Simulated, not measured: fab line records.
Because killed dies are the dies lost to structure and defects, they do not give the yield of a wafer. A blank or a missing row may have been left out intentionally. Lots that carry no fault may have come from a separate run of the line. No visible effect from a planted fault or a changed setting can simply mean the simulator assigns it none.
Comparing a struck lot with a sound one :: flow nand harc :: 17 steps out of a route of 1159
Sound: the wafers L398.3, L398.4, L398.5. Struck: wafer L403.4 (L403.3, L403.5, from the same lot, were not struck and are left out); the cause is given at the end.
At each step with rows: each side's tool, then ch and its chambers, then its first start. Under that, the readings that differ: sound wafers :: struck wafers :: difference of the means :: sigmas: that difference in standard deviations of wafers without a fault.
alike: same words and numbers on both sides, and readings whose means sit less than 2 such deviations apart. not compared: any withheld reading, any reading some wafer has no value for, any bound like >300 that may hide the same value, and any number with overlapping values for which the record gives no deviation.
A row with sigmas, a row that says differs or no value, or rows on one side alone: a step with any of these is where the two part. Numbers that don't overlap but have no deviation are shown without sigmas and don't part them. A reading that every wafer of one side lacks parts them only if that side has two wafers or more.

NHARC_P_M0_OVL_MEAS_10: pitch 180 nm.
  struck on overlay-02, day 7 17:53; sound on overlay-02, day 6 01:47
  alike: overlay x nm, overlay y nm
NHARC_P_M0_INSPECT_11:
  struck on defect inspect-01, day 7 17:56; sound on defect inspect-01, day 6 01:49
  alike: raw defect count
then, 1 step without rows for these wafers: NHARC_P_M0_DESCUM_14 (chemistry O2, time 3 s).
NHARC_P_M0_ETCH_34: etches the open film in N2/H2, target depth 40 nm, overetch 12 nm, time 43.94 s.
  sound on rie diel-11 ch 0,1,2, day 6 01:59; struck on rie diel-11 ch 2, day 7 18:05
  alike: drypump motor current A, oes product au, rf vpp V, showerhead plenum p Torr, throttle valve pct
  not compared: rf hours counter h
NHARC_P_M0_ETCH_15: etches the open film in C4F8/Ar, target depth 150 nm, overetch 15 nm, time 82.5 s.
  sound on rie diel-11 ch 0,1,3; struck on rie diel-11 ch 2
  alike: oes product au, rf vpp V
  not compared: rf hours counter h
NHARC_P_M0_CD_MEAS_16:
  struck on cd sem-03, day 7 18:17; sound on cd sem-02, day 6 02:11
  alike: cd nm
then, 2 steps without rows for these wafers: NHARC_P_M0_STRIP_18 (strips in N2/H2); NHARC_P_M0_STRIP_19 (strips in post etch residue remover, time 600 s).
NHARC_P_M0_DEGAS_28: time 60 s.
  struck on pvd sputter-02, day 7 18:54; sound on pvd sputter-02, day 6 02:48
reading: susceptor temp C (C)
sound: - - -
struck: 250.04
difference: no value on the sound wafers
sigmas: 
  alike: heater power w
then, 2 steps without rows for these wafers: NHARC_P_M0_PRE_CLEAN_29 (time 30 s); NHARC_P_M0_PVD_20 (deposits TaN, target thk 5 nm, time 8.06 s).
NHARC_P_M0_PVD_21: deposits Cu, target thk 30 nm, time 20.49 s.
  sound on pvd sputter-02; struck on pvd sputter-02
  alike: cathode dc power W, throttle valve pct
NHARC_P_M0_ECD_22: material Cu, target thk 400 nm.
  sound on ecd cu-02 ch 0,1, day 6 03:16; struck on ecd cu-01 ch 0,1, day 7 19:27
NHARC_P_M0_ANNEAL_30: time 90 s.
  sound on rtp anneal-01 ch 0, day 6 03:40; struck on rtp anneal-02 ch 0, day 7 19:50
reading: wafer_temp_C_max
sound: 226.9 226.5 226.6
struck: 225.9
difference: -0.8
sigmas: -2
NHARC_P_M0_CMP_23: polishes, t overpolish 20 s, target thk 117.53 nm.
  sound on cmp-04 ch 2,3, day 6 03:56; struck on cmp-03 ch 1, day 7 20:04
reading: time to endpoint s (s)
sound: 31.5 27.7 28.3
struck: 46.7
difference: +17.5
sigmas: +7
  alike: motor current A, retaining ring pressure frac
NHARC_P_M0_THK_MEAS_24: measures by xrf.
  struck on film metro-02, day 7 20:23; sound on film metro-02, day 6 04:14
  alike: thk nm
-- jump in the record: it breaks off in module P_M0 and resumes in module END (first step shown: number 1159 of the route), and 14 days separate the struck wafers' starts before and after --
NHARC_END_SORT_01:
  the record has rows for the struck wafers here (prober-02 ch 0, day 21 17:55) and none for the sound ones

== WHERE THEY PART ==
Last at NHARC_END_SORT_01 as far as this record goes, first at NHARC_P_M0_DEGAS_28.

WHY: whatever the simulator had introduced
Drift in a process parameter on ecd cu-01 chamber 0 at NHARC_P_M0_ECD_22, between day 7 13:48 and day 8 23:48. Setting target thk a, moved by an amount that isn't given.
